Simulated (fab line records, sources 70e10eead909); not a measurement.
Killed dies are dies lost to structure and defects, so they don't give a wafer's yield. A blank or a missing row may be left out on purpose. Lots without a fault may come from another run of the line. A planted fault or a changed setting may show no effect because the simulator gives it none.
Problem report in the 8D (eight disciplines) form, filled by code | flow nand_harc | the parts of the form that need people (team, actions taken, sign-off) are left out

1. THE PROBLEM
killed_at_other at NHARC_END_SORT_01 reads a mean of 78.7 on 6 wafers of 2 lots; wafers without a fault read 0.8 with a standard deviation of 1.1. That is +71 standard deviations from the usual mean.
First seen on wafer L842.2, day 30 02:42, on prober-02. The record holds 12 wafers of 4 lots with a number at this step. Rule for "out", or "out of limits": more than 4 standard deviations from the usual mean. The other wafers with a number count as sound.

2. WHAT IT IS AND WHAT IT IS NOT
question                    | is                     | is not
which readings at this step | killed_at_other        | killed_at_periphery, killed_open, killed_short
which lots                  | L842, L849             | L854, L855
which wafers of those lots  | all that have a number | -
read on which gauges        | prober-02              | prober-01
when                        | from day 30 02:42      | up to then (0 sound wafers); but 6 sound wafers of L854, L855 came after

3. SUSPECTS, AND WHAT RULES EACH OUT
Counting: a tool at a process step up to the reading stays a suspect if it ran every lot that is out and no sound lot after the first of them.
- the gauge at NHARC_END_SORT_01: kept. All the wafers that are out were read on prober-02, and no step on other tools shows them out.
- wet_bench-08 at NHARC_THIN_TSV_PRECLEAN_41 (cleans in SC1): ruled out as a lasting fault. Sound lots L854, L855 ran on it after its first lot that is out, L842 (day 29 00:16).
Left after counting: prober-02 at NHARC_END_SORT_01.

4. THE CAUSE (what the simulator had put in)
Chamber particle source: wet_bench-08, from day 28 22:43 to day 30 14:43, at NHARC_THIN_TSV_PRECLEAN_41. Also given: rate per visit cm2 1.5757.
Counting ruled it out, wrongly: the rule takes a fault to strike every lot that its tool runs from its start on, and this one did not.

5. THE CHAIN OF EFFECTS, in route order
Each row: a reading whose mean over the struck wafers that have a number lies more than 3 standard deviations from the usual. Only readings for which the record gives a usual standard deviation are gone through. hours: the time from each lot's start at the first step in this table that gives one to its start at this step, as a median over the lots. sigmas: the change in usual standard deviations.
hours | step              | reading              | usual  | on struck wafers | change | sigmas
0     | NHARC_END_SORT_01 | defect_limited_yield | 90.6 % | 82.0             | -8.6   | -3.7
0     | NHARC_END_SORT_01 | killed_at_other      | 0.8    | 78.7             | +77.9  | +71
0     | NHARC_END_SORT_01 | killed_dies          | 64     | 122              | +58    | +3.6

6. WHAT WOULD HAVE CAUGHT IT SOONER
In this record the first reading out of limits at a measuring or inspecting step was taken at day 30 02:42, 28 hours after the fault began at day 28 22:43.
